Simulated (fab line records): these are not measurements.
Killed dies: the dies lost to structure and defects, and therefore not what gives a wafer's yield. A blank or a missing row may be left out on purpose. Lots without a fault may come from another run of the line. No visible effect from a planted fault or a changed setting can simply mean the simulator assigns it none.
Chamber matching / flow nand-harc / ald-hk-01 running NHARC_A_CHANNEL_FILL_D1_ALD_14: 4 sister chambers
The step deposits SiO2, target thk 2.5 nm, pulse time 10 s, ald cycles 25. 8 wafers are shown with their chamber, then 6 later ones without.

WAFERS, EACH WITH ITS CHAMBER
wafer=L615.6; chamber=2; heater-power-w (W)=470; precursor-pulse-height-rel=1.024
wafer=L616.3; chamber=0; heater-power-w (W)=432; precursor-pulse-height-rel=0.999
wafer=L616.6; chamber=3; heater-power-w (W)=427; precursor-pulse-height-rel=0.993
wafer=L619.2; chamber=2; heater-power-w (W)=461; precursor-pulse-height-rel=0.994
wafer=L619.4; chamber=1; heater-power-w (W)=523; precursor-pulse-height-rel=0.988
wafer=L619.6; chamber=0; heater-power-w (W)=439; precursor-pulse-height-rel=0.986
wafer=L622.2; chamber=3; heater-power-w (W)=449; precursor-pulse-height-rel=1.011
wafer=L622.4; chamber=1; heater-power-w (W)=582; precursor-pulse-height-rel=0.988

WAFERS WHOSE CHAMBER IS MISSING
wafer=L622.6; heater-power-w (W)=576; precursor-pulse-height-rel=1.007
wafer=L624.2; heater-power-w (W)=452; precursor-pulse-height-rel=1.033
wafer=L624.5; heater-power-w (W)=477; precursor-pulse-height-rel=1.018
wafer=L634.3; heater-power-w (W)=592; precursor-pulse-height-rel=1.005
wafer=L634.5; heater-power-w (W)=453; precursor-pulse-height-rel=0.953
wafer=L634.6; heater-power-w (W)=482; precursor-pulse-height-rel=0.981

WHICH CHAMBER EACH WENT THROUGH
wafer=L622.6; from the rows above=1; in truth=1
wafer=L624.2; from the rows above=can't be placed: 2 or 3 or 0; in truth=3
wafer=L624.5; from the rows above=can't be placed: 2 or 3 or 0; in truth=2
wafer=L634.3; from the rows above=1; in truth=1
wafer=L634.5; from the rows above=can't be placed: 0 or 3 or 2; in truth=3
wafer=L634.6; from the rows above=can't be placed: 0 or 2 or 3 or 1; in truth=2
Correctly placed: 2 of 6. Can't be placed from these rows: 4 (the true chamber is among the candidates in 4). Wrongly placed: 0.
How it was worked out, from the rows above alone: a wafer's distance from a chamber is the root of the sum, over the readings, of the square of ((its reading less the chamber's mean) divided by the reading's scatter). The wafer belongs to the nearest chamber; if the next one is less than 2 further off, it can't be placed. A chamber's mean is the mean of its shown wafers. The scatter: take each reading less its chamber's mean, square it, sum over the shown wafers, divide by the number of wafers less the number of chambers, and take the root.
